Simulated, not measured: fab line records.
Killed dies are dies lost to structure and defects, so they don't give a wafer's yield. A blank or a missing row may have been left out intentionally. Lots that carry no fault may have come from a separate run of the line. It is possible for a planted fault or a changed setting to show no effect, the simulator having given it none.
Matching of chambers / flow nand-harc / NHARC_P_M1_DESCUM_14 on rie-diel-07: 4 sister chambers
The step chemistry O2, time 3 s. 14 wafers are shown with their chamber, then 7 later ones without.

== WAFERS WITH THEIR CHAMBER ==
wafer=L951.2; chamber=2; drypump-motor-current-A (A)=5.4; oes-product-au (a.u.)=0.995; throttle-valve-pct (%)=11.307
wafer=L951.4; chamber=3; drypump-motor-current-A (A)=5.6; oes-product-au (a.u.)=1.000; throttle-valve-pct (%)=11.311
wafer=L951.5; chamber=2; drypump-motor-current-A (A)=5.4; oes-product-au (a.u.)=0.994; throttle-valve-pct (%)=11.302
wafer=L954.1; chamber=0; drypump-motor-current-A (A)=5.5; oes-product-au (a.u.)=1.009; throttle-valve-pct (%)=11.333
wafer=L954.2; chamber=3; drypump-motor-current-A (A)=5.7; oes-product-au (a.u.)=1.011; throttle-valve-pct (%)=11.298
wafer=L954.4; chamber=2; drypump-motor-current-A (A)=5.3; oes-product-au (a.u.)=0.998; throttle-valve-pct (%)=11.319
wafer=L955.2; chamber=2; drypump-motor-current-A (A)=5.4; oes-product-au (a.u.)=1.003; throttle-valve-pct (%)=11.321
wafer=L955.3; chamber=0; drypump-motor-current-A (A)=5.5; oes-product-au (a.u.)=1.005; throttle-valve-pct (%)=11.333
wafer=L955.5; chamber=3; drypump-motor-current-A (A)=5.7; oes-product-au (a.u.)=1.019; throttle-valve-pct (%)=11.320
wafer=L960.2; chamber=1; drypump-motor-current-A (A)=6.2; oes-product-au (a.u.)=0.990; throttle-valve-pct (%)=11.323
wafer=L960.5; chamber=2; drypump-motor-current-A (A)=5.4; oes-product-au (a.u.)=0.995; throttle-valve-pct (%)=11.313
wafer=L960.6; chamber=3; drypump-motor-current-A (A)=5.7; oes-product-au (a.u.)=0.994; throttle-valve-pct (%)=11.307
wafer=L961.2; chamber=2; drypump-motor-current-A (A)=5.4; oes-product-au (a.u.)=1.003; throttle-valve-pct (%)=11.319
wafer=L961.5; chamber=0; drypump-motor-current-A (A)=5.5; oes-product-au (a.u.)=1.007; throttle-valve-pct (%)=11.323

SIGNATURES (means of the wafers above)
reading=drypump-motor-current-A; chamber 0=5.500; chamber 1=6.200; chamber 2=5.383; chamber 3=5.675; scatter within a chamber=0.0398
reading=oes-product-au; chamber 0=1.00700; chamber 1=0.99000; chamber 2=0.99800; chamber 3=1.00600; scatter within a chamber=0.00683
reading=throttle-valve-pct; chamber 0=11.32967; chamber 1=11.32300; chamber 2=11.31350; chamber 3=11.30900; scatter within a chamber=0.0078
Rule: for each reading, subtract the chamber's mean from the wafer's reading, divide by that reading's scatter and square the result; add these up over the readings and take the root, which gives the wafer's distance from the chamber. If the next closest chamber is less than 2 further off than the closest, the wafer can't be placed; otherwise it belongs to the closest. The scatter: the root of (the sum of the squares of (reading less its chamber's mean) over the shown wafers, divided by (wafers less chambers)).

== WAFERS WITH NO CHAMBER GIVEN ==
wafer=L961.6; drypump-motor-current-A (A)=6.2; oes-product-au (a.u.)=0.999; throttle-valve-pct (%)=11.304
wafer=L963.1; drypump-motor-current-A (A)=5.4; oes-product-au (a.u.)=1.002; throttle-valve-pct (%)=11.301
wafer=L963.2; drypump-motor-current-A (A)=5.6; oes-product-au (a.u.)=0.994; throttle-valve-pct (%)=11.314
wafer=L963.5; drypump-motor-current-A (A)=5.7; oes-product-au (a.u.)=0.995; throttle-valve-pct (%)=11.306
wafer=L968.1; drypump-motor-current-A (A)=5.6; oes-product-au (a.u.)=1.000; throttle-valve-pct (%)=11.306
wafer=L968.2; drypump-motor-current-A (A)=5.4; oes-product-au (a.u.)=1.000; throttle-valve-pct (%)=11.305
wafer=L968.6; drypump-motor-current-A (A)=5.7; oes-product-au (a.u.)=1.001; throttle-valve-pct (%)=11.305

== THE CHAMBER EACH PASSED THROUGH ==
wafer=L961.6; from the rows above=1; in truth=1
wafer=L963.1; from the rows above=2; in truth=2
wafer=L963.2; from the rows above=can't be placed: 3 or 0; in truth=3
wafer=L963.5; from the rows above=3; in truth=3
wafer=L968.1; from the rows above=can't be placed: 3 or 0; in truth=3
wafer=L968.2; from the rows above=2; in truth=2
wafer=L968.6; from the rows above=3; in truth=3
Correct placement for 5 of the 7. Unplaceable from these rows: 2, with the true chamber sitting among the candidates in 2. Wrongly placed: 0.
